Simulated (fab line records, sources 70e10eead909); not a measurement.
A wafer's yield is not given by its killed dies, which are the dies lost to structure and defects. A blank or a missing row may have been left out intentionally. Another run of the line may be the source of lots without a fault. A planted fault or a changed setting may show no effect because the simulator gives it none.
Matching of chambers / flow nandHarc / rieDiel-10 running NHARC_A_CHANNEL_FILL_D1_ETCHBACK_20: 4 sister chambers
The step etches the open film in C4F8/O2/Ar, target depth 27 nm, time 13.5 s. 4 wafers are shown with their chamber, then 9 later ones without.

WAFERS, EACH WITH ITS CHAMBER
wafer=L081.1; chamber=2; rfVppV (V)=970
wafer=L082.5; chamber=1; rfVppV (V)=974
wafer=L088.2; chamber=3; rfVppV (V)=982
wafer=L088.5; chamber=0; rfVppV (V)=975

WAFERS WHOSE CHAMBER IS MISSING
wafer=L090.1; rfVppV (V)=975
wafer=L090.2; rfVppV (V)=982
wafer=L090.3; rfVppV (V)=970
wafer=L093.2; rfVppV (V)=973
wafer=L093.3; rfVppV (V)=981
wafer=L093.4; rfVppV (V)=975
wafer=L096.1; rfVppV (V)=970
wafer=L096.3; rfVppV (V)=975
wafer=L096.6; rfVppV (V)=975

EACH ONE'S CHAMBER
wafer=L090.1; from the rows above=0; in truth=0
wafer=L090.2; from the rows above=3; in truth=3
wafer=L090.3; from the rows above=2; in truth=2
wafer=L093.2; from the rows above=1; in truth=1
wafer=L093.3; from the rows above=3; in truth=3
wafer=L093.4; from the rows above=0; in truth=0
wafer=L096.1; from the rows above=2; in truth=2
wafer=L096.3; from the rows above=0; in truth=0
wafer=L096.6; from the rows above=0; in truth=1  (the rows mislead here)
8 of 9 placed correctly. Can't be placed from these rows: 0. Number placed wrongly: 1.
How it was worked out, from the rows above alone: a wafer's distance from a chamber is the root of the sum, over the readings, of the square of ((its reading less the chamber's mean) divided by the reading's scatter). If the next closest chamber is less than 2 further off than the closest, the wafer can't be placed; otherwise it belongs to the closest. A chamber's mean is the mean of its shown wafers. The scatter: root of mean squared gap, hidden wafer to nearest shown wafer, with one shown wafer a chamber.
